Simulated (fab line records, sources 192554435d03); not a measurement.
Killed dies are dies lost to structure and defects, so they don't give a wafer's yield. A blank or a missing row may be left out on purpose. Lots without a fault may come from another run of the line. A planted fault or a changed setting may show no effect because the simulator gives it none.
Split-lot experiment | flow n5_finfet | 7 lots, 21 wafers read, on a route of 1938 steps

THE SPLIT
At N5_BEOL_M3_PECVD_72 (deposits SiO2 from TEOS/O2, target thk 16 nm, time 18 s), the setting temp_c was moved away from the recipe's 400 C on 6 of the 21 wafers read, by -3.7% to +1.6%. The other wafers ran this setting at the recipe's value.

FROM THE SPLIT TO THE READING: what the file shows between them, 10 steps
- N5_BEOL_M3_COAT_05: resist thk 30 nm (also split here: spin_rpm)
- N5_BEOL_M3_EBR_07
- N5_BEOL_M3_SOFTBAKE_06: time 60 s
- N5_BEOL_M3_DESCUM_16: chemistry O2, time 7 s
- N5_BEOL_M3_ETCH_74: etches underlayer in N2/H2, target depth 6.5 nm, time 5.2 s
- N5_BEOL_M3_ETCH_63: etches SiARC in CF4, target depth 15.6 nm, time 26 s
- N5_BEOL_M3_VIA_ETCH_34: etches the open film in C4F6/O2, target depth 69.4 nm, time 65.9 s (also split here: bias_w)
- N5_BEOL_M3_STRIP_83: strips in C4F6/O2
- N5_BEOL_M3_STRIP_36: strips in N2/H2
- N5_BEOL_M3_STRIP_97: strips in N2/H2, time 10 s

THE READING
SiO2_of_BEOL_M3_PECVD_72.thk_nm (the simulator's own value, which no gauge read), in nm, at N5_BEOL_M3_HM_STRIP_39 (strips TiN in peroxide tin strip, target depth 25 nm, time 158 s). The file gives no usual value for it. The 15 wafers here that ran the recipe average 15.7 nm, standard deviation 0.22 nm.

wafer  | tool, chamber at the split | temp_c as run, C | against the recipe | SiO2_of_BEOL_M3_PECVD_72.thk_nm, nm | against lot-mates on the recipe
L077.1 | pecvd-04, 1                | 400              | recipe             | 15.6                                | -
L077.4 | pecvd-04, 2                | 400              | recipe             | 16                                  | -
L077.6 | pecvd-04, 0                | 391              | -2.2%              | 17                                  | +1.2
L076.1 | pecvd-01, 0,1              | 400              | recipe             | 15.8                                | -
L076.2 | pecvd-01, 0,1              | 400              | recipe             | 15.8                                | -
L076.3 | pecvd-01, 0                | 400              | recipe             | 16                                  | -
L080.2 | pecvd-01, 2,1              | 400              | recipe             | 15.6                                | -
L080.3 | pecvd-01, 2,1              | 400              | recipe             | 15.6                                | -
L080.5 | pecvd-01, 0                | 400              | recipe             | 16                                  | -
L083.2 | pecvd-01, 1                | 400              | recipe             | 15.6                                | -
L083.4 | pecvd-01, 0                | 406.6            | +1.6%              | 15.2                                | -0.5
L083.6 | pecvd-01, 1                | 400              | recipe             | 15.8                                | -
L084.2 | pecvd-01, 1,0              | 385              | -3.7%              | 17.6                                | +1.4
L084.6 | pecvd-01, 1,0              | 385              | -3.7%              | 17.6                                | +1.4
L084.4 | pecvd-01, 0                | 400              | recipe             | 16.2                                | -
L093.1 | pecvd-02, 1                | 391.4            | -2.2%              | 16.4                                | +0.8
L093.2 | pecvd-02, 2                | 400              | recipe             | 15.6                                | -
L093.4 | pecvd-02, 2                | 391.4            | -2.2%              | 17                                  | +1.4
L094.2 | pecvd-02, 1,0              | 400              | recipe             | 15.4                                | -
L094.3 | pecvd-02, 1,0              | 400              | recipe             | 15.4                                | -
L094.4 | pecvd-02, 1                | 400              | recipe             | 15.8                                | -
Where a row lists several chambers, the file gives one row for several wafers and doesn't say which wafer went through which chamber.

THE FIT
A straight line over all 21 wafers: SiO2_of_BEOL_M3_PECVD_72.thk_nm changes by -0.475 nm for each +1% of temp_c; r = -0.94; the points scatter about the line by 0.23 nm.
The same after taking each lot's own level away (the mean of its wafers on the recipe; 21 wafers): -0.407 nm for each +1%; r = -0.95; scatter 0.2 nm.
On that fit, the largest move of temp_c shifts the reading by 1.5 nm.
The lots' own levels span 15.53 to 16.20 nm, that is 3.0 times the standard deviation above.
So the lot-to-lot level changes the slope: the two fits differ.
Check: with one of the wafers moved furthest among these (-3.7%) left out of the fit, the line predicts +1.63 nm for it against its lot-mates. It came out at +1.4 nm against them.

OTHER SPLITS ON THESE WAFERS
These wafers also went through other splits before the reading. Each is held against what the fit with the lots' levels taken away leaves over:
other split on the same wafers | wafers away from the commonest value | r with SiO2_of_BEOL_M3_PECVD_72.thk_nm (lot level and that fit taken away)
N5_BEOL_M1_ETCH_64 source_w    | 4                                    | +0.02
N5_BEOL_M2_ILD_DEP_00 time_s   | 7                                    | +0.06
N5_BEOL_M3_COAT_05 spin_rpm    | 7                                    | -0.17
N5_BEOL_M3_VIA_ETCH_34 bias_w  | 10                                   | +0.20

THE WHOLE CHAIN: every reading that the file lists as answering this split, in the file's order
step                   | what it does                                                     | reading                                                                          | change (the file's fit)               | r (the file's)
N5_BEOL_M3_PECVD_72    | deposits SiO2 from TEOS/O2, target thk 16 nm, time 18 s          | SiO2_of_BEOL_M3_PECVD_72.thk_nm (the simulator's own value, which no gauge read) | -0.434 nm for each +1% of the setting | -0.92
N5_BEOL_M3_HM_STRIP_39 | strips TiN in peroxide tin strip, target depth 25 nm, time 158 s | SiO2_of_BEOL_M3_PECVD_72.thk_nm (the simulator's own value, which no gauge read) | -0.421 nm for each +1% of the setting | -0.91

THE FILE'S OWN FIT
SiO2_of_BEOL_M3_PECVD_72.thk_nm changes by -0.421 nm for each +1% of temp_c, r = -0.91.
